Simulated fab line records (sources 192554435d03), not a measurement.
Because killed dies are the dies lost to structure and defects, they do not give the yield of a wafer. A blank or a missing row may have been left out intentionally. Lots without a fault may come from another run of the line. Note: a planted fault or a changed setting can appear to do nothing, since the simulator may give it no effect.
fab line records ; flow n5_finfet
[record] lots = 9; wafers = 27; last_day = 17
route steps=1938 shown HKMG_FIN@439 BEOL_M4@1111
lots that met no fault: from a run of the same line without faults
start_h: the number of hours between the record's first day and the start of the first shown wafer of the lot ; wait_h: how many hours have passed since the lot's step before this one ; " the same as in the row above ; L1.1+2: a row that stands for several wafers ; - no value, or no start given ; * or withheld: withheld ; < > ~ a bound
route shown NAME@n: names a module that has steps shown in the file, with the first one's number in the route ; usual: mean/standard deviation taken from wafers without a fault ; same: alike in all rows ; chamber/n: place in a boat ; sites: readings site by site ; _std_site: their standard deviation ; _edge_site: mean of outer sites minus mean of inner sites ; radius_mm: for every site, how far away it sits from the centre of the wafer ; mask NAME#n: copy n ; behind: tool/chamber where the wafer was last shaped ; hold: why the lot went on hold/how many hours it stayed there/how the hold came to an end ; device: the n, p or np transistor that did not switch ; end of line: tests run on the same wafers once the route is complete ; a step without rows: its recipe alone ; killed: the dies lost at the first sort to structure and to defects; this is not the yield of the wafer ; map: the dies of a wafer, with x for killed, . for not killed, _ for no die there
set.NAME: the setting that was run; set.NAME@STEP: the one run at that earlier step ; model.NAME: the simulator's own value behind a step, which no gauge read
the route's steps for a sample of lots (tables are steps, rows are wafers)
services: a tool's chamber out of use, with start hour (start_h, from the record's first day; less than 0 if before it), hours out, and reason
[[steps]]
[step N5_HKMG_FIN_STRIP_92]
[recipe] chemistry = N2/H2; material = SOC; time_s = 20; power_w = 500; temp_c = 40; pressure_mtorr = 50; rf_frequency_hz = 6e+07; bias_power_w = 8; h2_frac = 0.5; n2_flow_sccm = 300; h2_flow_sccm = 300
[usual] drypump_motor_current_A = 5.9/0.4; oes_product_au = 0.75/0.075; rf_vpp_V = 54.2/0.92; showerhead_plenum_p_Torr = 3.35/0.11; throttle_valve_pct = 19.00/0.28
lot.wafer;tool;chamber;start_h;wait_h;drypump_motor_current_A;oes_product_au;rf_hours_counter_h;rf_vpp_V;showerhead_plenum_p_Torr;throttle_valve_pct
L586.2;rie_diel-05;1;86.85;0.1;5.1;0.72;190;53.9;3.47;18.97
L586.3;rie_diel-05;3;86.85;0.1;6.5;0.74;170;53.1;3.50;19.60
L586.5;rie_diel-05;3;86.85;0.1;6.5;0.74;-;53.8;3.50;19.60
L587.3;rie_diel-02;3;92.06;0.1;6.0;0.91;18;55.5;3.27;18.74
L587.5;rie_diel-02;0;92.06;0.1;6.4;0.76;-;55.0;3.11;18.87
L587.6;rie_diel-02;3;92.06;0.1;6.0;0.91;-;52.8;3.27;18.75
L588.2;rie_diel-03;1;100.21;0.1;6.4;0.80;93;54.5;3.37;18.73
L588.4;rie_diel-03;3;100.21;0.1;5.9;0.76;169;52.8;3.37;18.81
L588.6;rie_diel-03;0;100.21;0.1;6.3;0.70;-;54.2;3.33;19.03
L590.1;rie_diel-03;0;112.07;0.1;6.3;0.68;216;54.3;3.32;19.02
L590.3;rie_diel-03;2;112.07;0.1;5.5;0.70;218;54.0;3.30;19.08
L590.5;rie_diel-03;3;112.07;0.1;5.9;0.75;-;53.5;3.37;18.81
L591.1;rie_diel-05;1;119.40;0.1;5.2;0.71;202;54.8;3.46;19.00
L591.3;rie_diel-05;0;119.40;0.1;5.8;0.71;200;54.2;3.46;18.89
L591.6;rie_diel-05;0;119.40;0.1;5.8;0.72;-;54.8;3.46;18.90
L602.1;rie_diel-05;3;190.30;0.1;6.5;0.71;208;54.7;3.48;19.68
L602.2;rie_diel-05;0;190.30;0.1;5.8;0.71;225;55.0;3.44;18.92
L602.6;rie_diel-05;0;190.30;0.1;5.8;0.70;-;55.1;3.44;18.92
L603.1;rie_diel-02;3;191.82;0.1;6.0;0.85;51;52.5;3.26;18.77
L603.4;rie_diel-02;0;191.82;0.1;6.4;0.75;-;52.9;3.10;18.92
L603.5;rie_diel-02;3;191.82;0.1;6.0;0.85;-;51.8;3.26;18.79
L604.1;rie_diel-02;3;202.04;0.1;6.0;0.85;56;54.7;3.25;18.80
L604.5;rie_diel-02;3;202.04;0.1;5.9;0.84;-;54.1;3.25;18.79
L604.6;rie_diel-02;0;202.04;0.1;6.4;0.74;-;53.9;3.10;18.94
L605.1;rie_diel-03;3;206.15;0.1;6.0;0.73;205;52.6;3.35;18.86
L605.2;rie_diel-03;0;206.15;0.1;6.3;0.66;248;53.6;3.31;19.08
L605.4;rie_diel-03;0;206.15;0.1;6.3;0.67;-;53.3;3.31;19.08
[step N5_HKMG_FIN_STRIP_88]
[recipe] chemistry = N2/H2; power_w = 2500; temp_c = 300; h2_frac = 0.65; time_s = 360; pressure_mtorr = withheld; n2_flow_sccm = 1750; h2_flow_sccm = 3250
[usual] drypump_motor_current_A = 5.64/0.28; heater_power_w = 453/38
lot.wafer;tool;chamber;start_h;wait_h;drypump_motor_current_A;heater_power_w;rf_hours_counter_h
L586.2;plasma_asher-01;0;87.97;0.0;5.70;438;73
L586.3;plasma_asher-01;0;87.97;0.0;5.73;429;-
L586.5;plasma_asher-01;0;87.97;0.0;5.70;428;-
L587.3;plasma_asher-01;1;93.30;0.1;6.02;410;-
L587.5;plasma_asher-01;0;93.30;0.1;5.69;429;-
L587.6;plasma_asher-01;1;93.30;0.1;6.04;405;-
L588.2;plasma_asher-02;0;101.41;0.0;5.35;477;41
L588.4;plasma_asher-02;0;101.41;0.0;5.35;487;-
L588.6;plasma_asher-02;0;101.41;0.0;5.35;475;-
L590.1;plasma_asher-02;1;113.31;0.0;5.34;503;43
L590.3;plasma_asher-02;1;113.31;0.0;5.35;494;-
L590.5;plasma_asher-02;1;113.31;0.0;5.36;504;-
L591.1;plasma_asher-01;0;120.52;0.0;5.79;429;79
L591.3;plasma_asher-01;0;120.52;0.0;5.75;442;-
L591.6;plasma_asher-01;1;120.52;0.0;6.01;404;-
L602.1;plasma_asher-01;0;191.60;0.0;5.72;429;92
L602.2;plasma_asher-01;1;191.60;0.0;6.06;402;92
L602.6;plasma_asher-01;1;191.60;0.0;6.03;406;-
L603.1;plasma_asher-02;0;192.94;0.0;5.36;485;58
L603.4;plasma_asher-02;1;192.94;0.0;5.35;500;-
L603.5;plasma_asher-02;0;192.94;0.0;5.36;485;-
L604.1;plasma_asher-01;1;203.17;0.0;6.04;409;95
L604.5;plasma_asher-01;0;203.17;0.0;5.70;424;-
L604.6;plasma_asher-01;1;203.17;0.0;6.04;410;-
L605.1;plasma_asher-02;1;207.27;0.0;5.36;509;61
L605.2;plasma_asher-02;0;207.27;0.0;5.36;488;61
L605.4;plasma_asher-02;1;207.27;0.0;5.36;496;-
[step N5_HKMG_FIN_COAT_66]
[recipe] resist = SOC; temp_c = 250; time_s = 60; spin_rpm = 1500; resist_thk_nm = 300
[usual] dispense_pressure_kPa = 52.0/2.4; spin_speed_rpm = 1499.9/0.9
lot.wafer;tool;chamber;start_h;wait_h;dispense_pressure_kPa;spin_speed_rpm
L586.2;litho_track-05;0;88.73;0.2;54.2;1501.0
L586.3;litho_track-05;0;88.73;0.2;54.2;1500.0
L586.5;litho_track-05;0;88.73;0.2;54.2;1501.2
L587.3;litho_track-05;0;93.95;0.2;54.2;1500.0
L587.5;litho_track-05;0;93.95;0.2;54.1;1499.7
L587.6;litho_track-05;0;93.95;0.2;54.1;1499.9
L588.2;litho_track-05;0;102.17;0.2;54.2;1502.1
L588.4;litho_track-05;0;102.17;0.2;54.2;1500.0
L588.6;litho_track-05;0;102.17;0.2;54.2;1501.8
L590.1;litho_track-05;0;114.07;0.2;54.2;1461.9
L590.3;litho_track-05;0;114.07;0.2;54.1;1461.4
L590.5;litho_track-05;0;114.07;0.2;54.1;1461.7
L591.1;litho_track-05;0;121.28;0.2;54.2;1461.9
L591.3;litho_track-05;0;121.28;0.2;54.2;1461.6
L591.6;litho_track-05;0;121.28;0.2;54.2;1462.1
L602.1;litho_track-01;0;192.37;0.2;48.8;1500.4
L602.2;litho_track-01;0;192.37;0.2;48.8;1501.5
L602.6;litho_track-01;0;192.37;0.2;48.8;1500.1
L603.1;litho_track-01;0;193.70;0.2;48.8;1499.4
L603.4;litho_track-01;0;193.70;0.2;48.8;1499.9
L603.5;litho_track-01;0;193.70;0.2;48.8;1500.3
L604.1;litho_track-01;0;203.93;0.2;48.8;1497.6
L604.5;litho_track-01;0;203.93;0.2;48.8;1500.1
L604.6;litho_track-01;0;203.93;0.2;48.8;1499.2
L605.1;litho_track-05;0;208.02;0.2;54.1;1500.2
L605.2;litho_track-05;0;208.02;0.2;54.1;1501.2
L605.4;litho_track-05;0;208.02;0.2;54.1;1499.1
[step N5_HKMG_FIN_ETCHBACK_68]
[recipe] chemistry = Cl2/Ar; stop_on = HfO2; target_depth_a = 5; pressure_mtorr = 10; icp_w = 600; bias_w = 60; Cl2_flow_sccm = 40; Ar_flow_sccm = 60
[usual] drypump_motor_current_A = 5.9/0.4; oes_product_au = 0.71/0.071; throttle_valve_pct = 21.04/0.14
lot.wafer;tool;chamber;start_h;wait_h;drypump_motor_current_A;oes_product_au;rf_hours_counter_h;throttle_valve_pct
L586.2;rie_metal-03;1;89.04;0.0;6.4;0.71;75;21.06
L586.3;rie_metal-03;1;89.04;0.0;6.4;0.71;-;21.05
L586.5;rie_metal-03;0;89.04;0.0;5.9;0.84;-;21.02
L587.3;rie_metal-01;1;94.30;0.1;5.9;0.72;-;20.71
L587.5;rie_metal-01;1;94.30;0.1;5.9;0.72;-;20.73
L587.6;rie_metal-01;1;94.30;0.1;6.0;0.72;-;20.72
L588.2;rie_metal-02;1;102.46;0.0;5.1;0.73;71;21.21
L588.4;rie_metal-02;0;102.46;0.0;5.7;0.63;-;20.97
L588.6;rie_metal-02;0;102.46;0.0;5.7;0.63;-;20.98
L590.1;rie_metal-03;1;114.40;0.0;6.4;0.70;77;21.06
L590.3;rie_metal-03;0;114.40;0.0;5.9;0.83;-;21.01
L590.5;rie_metal-03;0;114.40;0.0;5.9;0.83;-;21.02
L591.1;rie_metal-01;1;121.56;0.0;6.0;0.72;68;20.73
L591.3;rie_metal-01;0;121.56;0.0;6.1;0.63;-;21.18
L591.6;rie_metal-01;1;121.56;0.0;6.0;0.71;-;20.73
L602.1;rie_metal-03;1;192.65;0.0;6.4;0.70;84;21.07
L602.2;rie_metal-03;0;192.65;0.0;5.9;0.82;32;21.02
L602.6;rie_metal-03;1;192.65;0.0;6.4;0.69;-;21.06
L603.1;rie_metal-03;1;194.07;0.0;6.4;0.70;84;21.08
L603.4;rie_metal-03;1;194.07;0.0;6.4;0.69;-;21.09
L603.5;rie_metal-03;1;194.07;0.0;6.4;0.69;-;21.08
L604.1;rie_metal-02;0;204.25;0.0;5.7;0.62;127;20.98
L604.5;rie_metal-02;0;204.25;0.0;5.7;0.62;-;20.98
L604.6;rie_metal-02;1;204.25;0.0;5.1;0.72;-;21.23
L605.1;rie_metal-03;1;208.31;0.0;6.4;0.69;84;21.09
L605.2;rie_metal-03;0;208.31;0.0;5.9;0.81;32;21.04
L605.4;rie_metal-03;1;208.31;0.0;6.4;0.70;-;21.07
[step N5_BEOL_M4_RC_MEAS_101]
[usual] DIBL_N = 35.9/1.8; DIBL_P = 36.2/2; IOFF_N = 0.16/0.031; IOFF_P = 0.22/0.041; ION_N = 676/11; ION_P = 465/8.5; SS_N = 71.4/0.64; SS_P = 73.2/0.7; VT_N = 250/3.5; VT_P = -250/3.9
lot.wafer;tool;chamber;start_h;wait_h;DIBL_N[mV/V];DIBL_P[mV/V];IOFF_N[nA/um];IOFF_P[nA/um];ION_N[uA/um];ION_P[uA/um];SS_N[mV/dec];SS_P[mV/dec];VT_N[mV];VT_P[mV]
L586.2;prober-02;0;182.35;0.2;36.6;35.9;0.17;0.19;673;449;71.5;73.4;250;-251
L586.3;prober-02;0;182.35;0.2;33.5;32.5;0.11;0.15;657;450;70.8;71.8;252;-254
L586.5;prober-02;0;182.35;0.2;35.1;35.4;0.15;0.18;676;457;71.1;72.0;250;-251
L587.3;prober-02;0;189.02;0.3;32.6;34.6;0.12;0.18;668;462;70.5;72.7;254;-248
L587.5;prober-02;0;189.02;0.3;29.3;29.7;0.08;0.12;652;450;70.0;71.0;260;-254
L587.6;prober-02;0;189.02;0.3;34.5;34.9;0.14;0.18;655;451;71.0;71.9;252;-251
L588.2;prober-01;0;195.17;0.2;36.8;36.1;0.18;0.25;681;471;72.3;73.8;249;-244
L588.4;prober-01;0;195.17;0.2;36.2;35.4;0.15;0.24;673;474;71.4;74.1;250;-245
L588.6;prober-01;0;195.17;0.2;34.8;34.8;0.15;0.23;678;472;71.2;73.0;249;-247
L590.1;prober-02;0;203.17;0.0;36.7;36.8;0.15;0.18;670;456;70.9;73.6;252;-256
L590.3;prober-02;0;203.17;0.0;38.2;39.8;0.19;0.24;684;464;71.9;73.7;248;-250
L590.5;prober-02;0;203.17;0.0;37.1;37.2;0.15;0.20;666;458;70.8;73.7;251;-253
L591.1;prober-01;0;214.18;0.0;34.1;32.5;0.12;0.19;672;468;71.3;72.5;253;-250
L591.3;prober-01;0;214.18;0.0;36.5;35.7;0.17;0.24;682;464;71.4;73.8;247;-247
L591.6;prober-01;0;214.18;0.0;36.3;35.0;0.16;0.22;675;459;71.6;72.7;249;-247
L602.1;prober-02;0;284.66;0.0;36.1;35.7;0.13;0.20;661;461;70.1;73.6;252;-250
L602.2;prober-02;0;284.66;0.0;42.1;43.3;0.29;0.37;712;481;71.9;74.9;239;-239
L602.6;prober-02;0;284.66;0.0;37.3;37.6;0.16;0.25;677;469;70.5;74.3;250;-246
L603.1;prober-01;0;290.67;0.0;38.3;40.2;0.22;0.28;679;470;72.5;74.3;247;-245
L603.4;prober-01;0;290.67;0.0;38.3;39.0;0.20;0.26;685;476;72.2;73.0;246;-246
L603.5;prober-01;0;290.67;0.0;37.5;37.9;0.18;0.24;678;464;72.2;73.7;248;-247
L604.1;prober-01;0;292.51;0.0;36.6;37.1;0.16;0.25;684;476;71.8;72.6;248;-247
L604.5;prober-01;0;292.51;0.0;37.2;37.5;0.16;0.26;673;470;71.3;73.7;251;-247
L604.6;prober-01;0;292.51;0.0;38.2;39.3;0.21;0.30;702;484;71.5;73.6;244;-246
L605.1;prober-01;0;303.26;0.0;36.2;34.7;0.17;0.22;680;459;71.8;73.0;247;-251
L605.2;prober-01;0;303.26;0.0;34.7;33.7;0.14;0.20;669;466;71.2;72.9;249;-251
L605.4;prober-01;0;303.26;0.0;34.8;33.1;0.15;0.19;662;458;71.2;71.8;250;-250
[[services]]
tool;chamber;start_h;hours;kind
rie_metal-01;1;71.08;5.0;repair
rie_metal-02;1;88.29;5.3;repair
rie_metal-01;0;92.80;5.8;repair
rie_metal-03;-;94.20;1.7;repair
rie_diel-05;2;109.16;-;clean
rie_diel-05;2;109.16;-;consumable_replace:focus_ring
rie_diel-05;2;109.16;22.5;scheduled_down
rie_diel-05;2;109.16;22.5;vent_cycle
rie_metal-03;0;133.50;1.7;repair
rie_diel-05;1;141.45;1.7;repair
litho_track-01;-;142.89;-;consumable_replace:filter
rie_metal-03;1;153.81;8.6;repair
rie_metal-03;-;174.36;2.8;pm
rie_metal-02;-;176.93;2.8;pm
plasma_asher-02;-;180.79;0.7;repair
rie_metal-02;0;181.74;5.7;repair
rie_metal-02;1;183.45;6.3;repair
rie_diel-02;2;188.84;-;clean
rie_diel-02;2;188.84;-;consumable_replace:focus_ring
rie_diel-02;2;188.84;16.3;scheduled_down
rie_diel-02;2;188.84;16.3;vent_cycle
rie_metal-03;-;195.21;10.0;pm
rie_diel-03;2;203.59;-;clean
rie_diel-03;2;203.59;-;consumable_replace:focus_ring
[[key]]
[first_sign] step = N5_HKMG_FIN_COAT_66; reading = spin_speed_rpm; direction = down; sigmas = 43; usual = *; struck = *
effect none on later readings
met_at N5_HKMG_FIN_COAT_66
struck_lots L590,L591
not_acting_at N5_HKMG_FIN_STRIP_92,N5_HKMG_FIN_STRIP_88,N5_HKMG_FIN_ETCHBACK_68
onset_between 102.17 114.07
[fault] kind = process_parameter_drift; tool = litho_track-05; chamber = -; onset_h = 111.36; steps = N5_HKMG_FIN_COAT_66; channel = spin_rpm; offset = *; shape = step; end_h = 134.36; acts_in = *; stated = *
